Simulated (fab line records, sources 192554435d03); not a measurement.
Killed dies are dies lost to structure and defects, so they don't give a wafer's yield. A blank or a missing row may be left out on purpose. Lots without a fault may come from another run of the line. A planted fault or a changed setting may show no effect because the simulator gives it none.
Problem report in the 8D (eight disciplines) form, filled by code | flow n5_finfet | the parts of the form that need people (team, actions taken, sign-off) are left out

1. THE PROBLEM
killed_at_M4_up at N5_PASSIVATION_PROBE_49 reads a mean of 93 on 9 wafers of 3 lots; wafers without a fault read 12 with a standard deviation of 4.4. That is +18 standard deviations from the usual mean.
First seen on wafer L722.1, day 16 09:45, on prober-02. The record holds 34 wafers of 12 lots with a number at this step. Rule for "out", or "out of limits": more than 4 standard deviations from the usual mean. The other wafers with a number count as sound.

2. WHAT IT IS AND WHAT IT IS NOT
question                    | is                     | is not
which readings at this step | killed_at_M4_up        | killed_at_M0_to_M3, killed_at_contacts, killed_at_front_end, killed_at_other, killed_open, killed_short
which lots                  | L722, L723, L724       | L708, L709, L710, L711, L713, L715, L725, L726, L731
which wafers of those lots  | all that have a number | -
read on which tools         | prober-01, prober-02   | -
when                        | from day 16 09:45      | up to then (17 sound wafers); but 8 sound wafers of L725, L726, L731 came after

3. SUSPECTS, AND WHAT RULES EACH OUT
Counting: a tool at a process step up to the reading stays a suspect if it ran every lot that is out and no sound lot after the first of them.
- pvd_sputter-01 at N5_BEOL_M5_SPUTTER_83 (material Cu, target thk 15 nm, time 27.62 s): kept. It ran every lot that is out, first L722 (day 12 14:32), and no sound lot after that; its last sound lot up to then is L711 (day 10 11:10).
Left after counting: pvd_sputter-01 at N5_BEOL_M5_SPUTTER_83.

4. THE CAUSE (what the simulator had put in)
Chamber particle source: pvd_sputter-01, from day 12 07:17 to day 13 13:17, at N5_BEOL_M5_SPUTTER_83. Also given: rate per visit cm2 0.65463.
Counting left only this tool.

5. THE CHAIN OF EFFECTS, in route order
Each row: a reading whose mean over the struck wafers that have a number lies more than 3 standard deviations from the usual. Only readings for which the record gives a usual standard deviation are gone through. hours: the time from each lot's start at the first step in this table that gives one to its start at this step, as a median over the lots. sigmas: the change in usual standard deviations.
hours | step                    | reading              | usual  | on struck wafers | change | sigmas
0     | N5_PASSIVATION_PROBE_49 | defect_limited_yield | 91.5 % | 85.7             | -5.8   | -4.2
0     | N5_PASSIVATION_PROBE_49 | killed_at_M4_up      | 12     | 93               | +81    | +18
0     | N5_PASSIVATION_PROBE_49 | killed_dies          | 100    | 169              | +69    | +4.1
0     | N5_PASSIVATION_PROBE_49 | sort_bin_5_function  | 5.0 %  | 9.2              | +4.2   | +4.4
0     | N5_PASSIVATION_PROBE_49 | sort_n_pass          | 1079   | 1010             | -69    | -4.0
0     | N5_PASSIVATION_PROBE_49 | sort_yield_pct       | 91.4 % | 85.6             | -5.8   | -3.9
The process steps in it:
- N5_PASSIVATION_PROBE_49

6. WHAT WOULD HAVE CAUGHT IT SOONER
In this record the first reading out of limits was taken at day 16 09:45, 98 hours after the fault began at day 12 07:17.
Of the tool readings at N5_BEOL_M5_SPUTTER_83 for which the record gives a usual standard deviation, none was out on any struck wafer, so an alarm limit of 4 standard deviations on them would not have fired.
All the lots that are out (3) had begun N5_BEOL_M5_SPUTTER_83 on pvd_sputter-01 by day 16 09:45. A hold on the tool at that time would have spared none of them.
